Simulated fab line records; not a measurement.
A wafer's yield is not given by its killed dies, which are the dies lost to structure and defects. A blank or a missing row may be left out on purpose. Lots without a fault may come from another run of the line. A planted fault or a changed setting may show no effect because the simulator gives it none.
Struck lot and sound lot, side by side :: flow nand-harc :: 13 steps out of a route of 1302
Sound: the wafers L742.4, L742.5, L742.6. Wafers L752.1, L752.3, L752.6 were the ones struck. The cause comes at the end.
At each step with rows: each side's tool, then ch and its chambers, then its first start. Under that, the readings that differ: sound wafers :: struck wafers :: difference of the means :: sigmas: that difference in standard deviations of wafers without a fault.
alike: readings with means less than 2 such deviations apart, plus words and numbers identical on both sides. not compared: withheld readings, readings lacking a value on some wafer, bounds such as >300 that could conceal the same value, and numbers that have no deviation in the record and whose values overlap.
A row with sigmas, a row that says differs or no value, or rows on one side alone: a step with any of these is where the two part. When numbers do not overlap yet have no deviation, they are printed without sigmas and do not part them. A reading missing from all wafers of one side parts the sides only when that side holds two or more wafers.

NHARC_A_SLIT_ETCH_29: etches the open film in CF4/O2, target depth 100 nm, overetch 10 nm, time 55 s.
  sound on rie-diel-03 ch 2,3, day 21 19:03; struck on rie-diel-07 ch 1,2,3, day 25 06:02
  alike: drypump-motor-current-A, oes-product-au, rf-vpp-V, showerhead-plenum-p-Torr, throttle-valve-pct
  not compared: rf-hours-counter-h
NHARC_A_SLIT_STRIP_18: strips in O2.
  sound on rie-diel-03 ch 0,2,3; struck on rie-diel-07 ch 0,2,3
  alike: drypump-motor-current-A, oes-product-au, rf-vpp-V, showerhead-plenum-p-Torr, throttle-valve-pct
  not compared: rf-hours-counter-h
then, 2 steps without rows for these wafers: NHARC_A_SLIT_PRECLEAN_19 (cleans in SC1); NHARC_A_SLIT_SRD_20.
NHARC_A_SLIT_CD_MEAS_21:
  sound on cd-sem-01 at day 21 19:35; struck on cd-sem-02 at day 25 06:34
  alike: cd-nm
then, 3 steps without rows for these wafers: NHARC_A_SIN_REMOVE_WET_00 (chemistry H3PO4, time 15300 s); NHARC_A_SIN_REMOVE_PRECLEAN_01 (cleans in SC1); NHARC_A_SIN_REMOVE_SRD_02.
NHARC_A_SIN_REMOVE_INSPECT_04:
  sound on defect-inspect-02 at day 22 00:57; struck on defect-inspect-01 at day 25 13:16
  alike: raw-defect-count
NHARC_A_WL_FILL_ALD_00: deposits Al2O3, target thk 3 nm, pulse time 3 s, ald cycles 30.
  sound on ald-hk-01 ch 0,1,2, day 22 01:04; struck on ald-hk-03 ch 1,2, day 25 13:20
  alike: heater-power-outer-w, heater-power-w, precursor-pulse-height-rel
NHARC_A_WL_FILL_RTA_01: time 5 s.
  sound on rtp-anneal-02 ch 0, day 22 01:22; struck on rtp-anneal-02 ch 0, day 25 13:35
  alike: lamp-power-pct, lamp_zone_3_pct, wafer_temp_C_max
NHARC_A_WL_FILL_ALD_02: deposits TiN, target thk 2 nm, pulse time 3 s, ald cycles 100.
  sound on ald-metal-03 ch 1,2,3, day 22 01:34; struck on ald-metal-03 ch 0,1,2, day 25 13:51
  no value came back on the struck wafers for ald-cycles, heater-power-outer-w (W), heater-power-w (W), precursor-pulse-height-rel; on the sound wafers ald-cycles reads 100 100 100
-- record jumps: 4 days between struck wafers' starts before vs after; left off in module A_WL_FILL, resumes in module END, first step shown is number 1302 of the route --
NHARC_END_SORT_01:
  here the record holds rows for the struck wafers (prober-02 ch 0, day 29 18:49) but none for the sound ones

WHERE THEY PART
Earliest at NHARC_A_WL_FILL_ALD_02; latest, in this record, at NHARC_END_SORT_01.

WHY: the cause the simulator had injected
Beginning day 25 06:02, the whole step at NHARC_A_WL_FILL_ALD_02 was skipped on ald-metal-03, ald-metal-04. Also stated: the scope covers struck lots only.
